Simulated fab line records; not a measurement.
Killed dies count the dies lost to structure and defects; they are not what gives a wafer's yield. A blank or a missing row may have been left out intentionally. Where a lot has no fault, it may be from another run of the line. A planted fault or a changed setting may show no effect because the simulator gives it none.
Lot-split experiment | flow n5Finfet | 7 lots, 21 wafers read, on a route of 1938 steps

THE SPLIT ITSELF
At N5_BEOL_M13_EXPOSE_07 (exposes mask V12), the setting doseMj was moved away from the recipe's 24.8 on 5 of the 21 wafers read, by -7.2% to +5.5%. All remaining wafers had this setting at the recipe value.

FROM THE SPLIT TO THE READING: what the file shows between them, 11 steps
- N5_BEOL_M13_PEB_08: peb time 90 s
- N5_BEOL_M13_DEVELOP_09: develop time 45 s
- N5_BEOL_M13_HARDBAKE_14: time 120 s
- N5_BEOL_M13_CD_MEAS_10: target cd 190 nm
- N5_BEOL_M13_DESCUM_15: chemistry O2, time 7.9 s
- N5_BEOL_M13_ETCH_59: etches BARC in N2/H2, target depth 89 nm, overetch 26.7 nm, time 67.9 s
- N5_BEOL_M13_VIA_ETCH_16: etches SiOC in C4F8/O2/Ar, target depth 921.7 nm
- N5_BEOL_M13_STRIP_63: strips in N2/H2
- N5_BEOL_M13_STRIP_64: strips in N2/H2
- N5_BEOL_M13_STRIP_71: strips in post etch residue remover, time 60 s
- N5_BEOL_M13_SRD_72: time 30 s, dry time 30 s

THE READING
cdNm at N5_BEOL_M13_CD_MEAS_17, given in nm (cd target 190 nm). A value of 189.7 nm with a standard deviation of 2.1 nm is what fault-free wafers of this fab line usually give.

wafer  | tool, chamber at the split | doseMj as run | against the recipe | cdNm, nm | against lot-mates on the recipe
L074.2 | krfScanner-02, 0           | 24.8          | recipe             | 191.0    | -
L074.3 | krfScanner-02, 0           | 24.8          | recipe             | 194.1    | -
L074.6 | krfScanner-02, 0           | 24.8          | recipe             | 191.5    | -
L075.2 | krfScanner-02, 0           | 24.8          | recipe             | 190.7    | -
L075.3 | krfScanner-02, 0           | 24.8          | recipe             | 192.3    | -
L075.6 | krfScanner-02, 0           | 24.8          | recipe             | 192.4    | -
L084.1 | krfScanner-01, 0           | 24.8          | recipe             | 189.5    | -
L084.5 | krfScanner-01, 0           | 26.16         | +5.5%              | 196.8    | +7.3
L084.6 | krfScanner-01, 0           | 26.16         | +5.5%              | 196.1    | +6.6
L087.3 | krfScanner-01, 0           | 24.8          | recipe             | 188.3    | -
L087.4 | krfScanner-01, 0           | 25.77         | +3.9%              | 191.1    | +2.8
L087.6 | krfScanner-01, 0           | 25.77         | +3.9%              | 194.1    | +5.8
L085.2 | krfScanner-02, 0           | 24.8          | recipe             | 190.8    | -
L085.4 | krfScanner-02, 0           | 24.8          | recipe             | 191.5    | -
L085.6 | krfScanner-02, 0           | 24.8          | recipe             | 191.9    | -
L090.2 | krfScanner-01, 0           | 24.8          | recipe             | 187.2    | -
L090.3 | krfScanner-01, 0           | 23.01         | -7.2%              | 180.0    | -6.9
L090.5 | krfScanner-01, 0           | 24.8          | recipe             | 186.6    | -
L088.1 | krfScanner-02, 0           | 24.8          | recipe             | 190.4    | -
L088.3 | krfScanner-02, 0           | 24.8          | recipe             | 189.7    | -
L088.4 | krfScanner-02, 0           | 24.8          | recipe             | 189.1    | -

THE FIT
A straight line over all 21 wafers: cdNm changes by +1.14 nm for each +1% of doseMj; r = +0.83; the points scatter about the line by 2 nm.
The same after taking each lot's own level away (the mean of its wafers on the recipe; 21 wafers): +1.11 nm for each +1%; r = +0.96; scatter 0.92 nm.
According to that fit, moving doseMj by its largest amount changes the reading by 8 nm.
The lots' own levels span 186.90 to 192.20 nm, that is 2.5 times the standard deviation above.
Hence the lot-to-lot level has little effect on the slope; both slopes agree.
Check: for one of the wafers moved furthest among these (-7.2%), held out of the fit, the line's prediction against its lot-mates is -8.78 nm. It came out at -6.9 nm against them.

OTHER SPLITS APPLIED TO THESE WAFERS
These wafers also went through other splits before the reading. Each is held against what the fit with the lots' levels taken away leaves over:
other split on the same wafers     | wafers away from the commonest value | r with cdNm (lot level and that fit taken away)
N5_BEOL_M11_TRENCH_ETCH_37 sourceW | 8                                    | +0.06
N5_BEOL_M11_CURE_72 timeS          | 4                                    | +0.27
N5_BEOL_M13_ILD_DEP_00 timeS       | 10                                   | +0.15

THE WHOLE CHAIN: every reading that the file lists as answering this split, in the file's order
step                   | what it does     | reading | change (the file's fit)              | r (the file's)
N5_BEOL_M13_CD_MEAS_10 | target cd 190 nm | cdNm    | +1.13 nm for each +1% of the setting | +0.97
N5_BEOL_M13_CD_MEAS_17 | target cd 190 nm | cdNm    | +1.07 nm for each +1% of the setting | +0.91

THE FILE'S OWN FIT
cdNm changes by +1.07 nm for each +1% of doseMj, r = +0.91.
